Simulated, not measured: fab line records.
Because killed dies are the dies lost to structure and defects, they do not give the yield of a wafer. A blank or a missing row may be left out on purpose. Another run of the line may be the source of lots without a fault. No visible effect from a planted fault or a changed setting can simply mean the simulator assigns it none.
What tool caused it? + flow n5 finfet + route of 1938 steps, sampled at 1 step: 12 lots, 36 wafers

## WHAT THE GAUGES READ, wafer by wafer
N5_BEOL_M4_OCD_MEAS_38.
| lot  | measured     | on     | trench depth nm (nm) |
|------|--------------|--------|----------------------|
| L075 | day 7 21:26  | ocd-02 | 56.3 57.4 57.5       |
| L076 | day 8 08:31  | ocd-02 | 57.9 57.6 57.2       |
| L079 | day 8 13:13  | ocd-02 | 57.1 56.8 55.6       |
| L081 | day 9 11:20  | ocd-01 | 55.0 53.9 54.8       |
| L082 | day 9 16:08  | ocd-02 | 57.1 55.7 57.5       |
| L085 | day 10 17:28 | ocd-01 | 57.8 57.4 57.2       |
| L087 | day 10 20:35 | ocd-01 | 56.6 55.9 56.8       |
| L089 | day 11 03:10 | ocd-01 | 53.8 55.6 56.5       |
| L092 | day 12 00:16 | ocd-02 | 55.3 55.0 54.4       |
| L093 | day 12 07:46 | ocd-01 | 55.0 56.6 57.2       |
| L094 | day 13 02:36 | ocd-02 | 56.9 57.1 58.0       |
| L097 | day 13 22:22 | ocd-02 | 54.5 55.6 54.6       |

## WHAT TOOL EACH LOT RAN ON (gives the tool, then ch and the chambers of the sampled wafers, and finally the start)
Record: no process step prior to these readings.

## THE ANSWER, worked out from the rows above alone
Rule: the lots themselves supply what counts as usual. The widest of any qualifying gaps counts: lots, ordered by their means at a reading, are off when they make up no more than a third of the lots, leave a main group of 4 or more, and stand apart from it by 3 or more times the standard deviation of that group's means. A main group whose means are all the same, to the digits that the tables above print for the reading, isn't used. A lot without any number at a reading at which 4 lots or more have one is off too. All remaining lots with rows at the step are treated as sound.
Nothing can be told from this: no lot is off at any reading shown.

## WHAT THE SIMULATOR HAD INSERTED
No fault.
